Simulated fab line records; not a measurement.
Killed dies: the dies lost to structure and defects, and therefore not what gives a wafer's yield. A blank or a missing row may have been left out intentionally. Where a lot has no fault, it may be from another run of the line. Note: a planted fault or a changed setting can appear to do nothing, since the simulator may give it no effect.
Split-lot trial	flow n5 finfet	7 lots, 39 wafers read, on a route of 1938 steps

== ON THE SPLIT ==
At N5_DUMMY_GATE_ETCH_32 (etches SiO2 in CF4, target depth 3.5 nm, time 3.9 s), the setting time s was moved away from the recipe's 3.9 s on 18 of the 39 wafers read, by -22.8% to +21.3%. This setting was run at the recipe's value on the other wafers.

The reading is taken at the split's own step.

== THE READING ==
etch.depth nm (the simulator's own value, which no gauge read), in nm, at N5_DUMMY_GATE_ETCH_32 (etches SiO2 in CF4, target depth 3.5 nm, time 3.9 s). The file does not state a usual value for it. Average 3.490 nm, standard deviation 0.072 nm, over the 21 wafers here run with the recipe.

wafer	tool, chamber at the split	time s as run, s	against the recipe	etch.depth nm, nm	against lot-mates on the recipe
L074.1	rie si-01, 3	3.9	recipe	3.462	-
L074.2	rie si-01, 2	3.009	-22.8%	2.75	-0.729
L074.3	rie si-01, 0	3.9	recipe	3.478	-
L074.4	rie si-01, 1	3.009	-22.8%	2.642	-0.837
L074.5	rie si-01, 3	3.9	recipe	3.496	-
L074.6	rie si-01, 0	3.009	-22.8%	2.676	-0.803
L078.1	rie si-03, 0	3.9	recipe	3.543	-
L078.2	rie si-03, 1	3.123	-19.9%	2.788	-0.641
L078.3	rie si-03, 2	3.9	recipe	3.383	-
L078.4	rie si-03, 3	3.123	-19.9%	2.684	-0.745
L078.5	rie si-03, 2	3.123	-19.9%	2.744	-0.685
L078.6	rie si-03, 3	3.9	recipe	3.362	-
L082.1	rie si-05, 1	3.9	recipe	3.48	-
L082.2	rie si-05, 0	3.142	-19.4%	2.864	-0.654
L082.3	rie si-05, 3	3.142	-19.4%	2.86	-0.658
L082.4	rie si-05, 2	3.9	recipe	3.508	-
L082.5	rie si-05, 0	3.9	recipe	3.565	-
L082.6	rie si-05, 1	3.142	-19.4%	2.799	-0.719
L088.1	rie si-05, 3	3.506	-10.1%	3.248	-0.268
L088.2	rie si-05, 1	3.506	-10.1%	3.134	-0.382
L088.3	rie si-05, 2	3.506	-10.1%	3.154	-0.362
L088.4	rie si-05, 0	3.9	recipe	3.533	-
L088.5	rie si-05, 0	3.9	recipe	3.529	-
L088.6	rie si-05, 1	3.9	recipe	3.487	-
L092.1	rie si-03, 2	3.9	recipe	3.371	-
L092.2	rie si-03, 0	3.9	recipe	3.52	-
L092.3	rie si-03, 3	3.9	recipe	3.34	-
L093.1	rie si-01, 2	3.9	recipe	3.537	-
L093.2	rie si-01, 1	3.9	recipe	3.431	-
L093.3	rie si-01, 0	4.732	+21.3%	4.168	+0.669
L093.4	rie si-01, 3	4.732	+21.3%	4.235	+0.736
L093.5	rie si-01, 1	4.732	+21.3%	4.159	+0.660
L093.6	rie si-01, 2	3.9	recipe	3.529	-
L095.1	rie si-05, 3	3.9	recipe	3.604	-
L095.2	rie si-05, 1	3.643	-6.6%	3.242	-0.336
L095.3	rie si-05, 2	3.643	-6.6%	3.238	-0.340
L095.4	rie si-05, 0	3.9	recipe	3.566	-
L095.5	rie si-05, 0	3.643	-6.6%	3.323	-0.255
L095.6	rie si-05, 3	3.9	recipe	3.564	-

FIT RESULTS
A straight line over all 39 wafers: etch.depth nm changes by +0.0343 nm for each +1% of time s; r = +0.99; the points scatter about the line by 0.066 nm.
The same after taking each lot's own level away (the mean of its wafers on the recipe; 39 wafers): +0.0339 nm for each +1%; r = +0.99; scatter 0.053 nm.
The reading moves by 0.78 nm for the largest change in time s, on that fit.
Measured against the standard deviation above, the lots' own levels, which go from 3.4103 to 3.5780 nm, span 2.3 times it.
Consequently the slope shifts little with the lot-to-lot level, the two slopes agreeing.
Check: with one of the wafers moved furthest among these (-22.8%) left out of the fit, the line predicts -0.794 nm for it against its lot-mates. It came out at -0.729 nm against them.

== FILE'S OWN FIT ==
etch.depth nm changes by +0.0343 nm for each +1% of time s, r = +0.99.
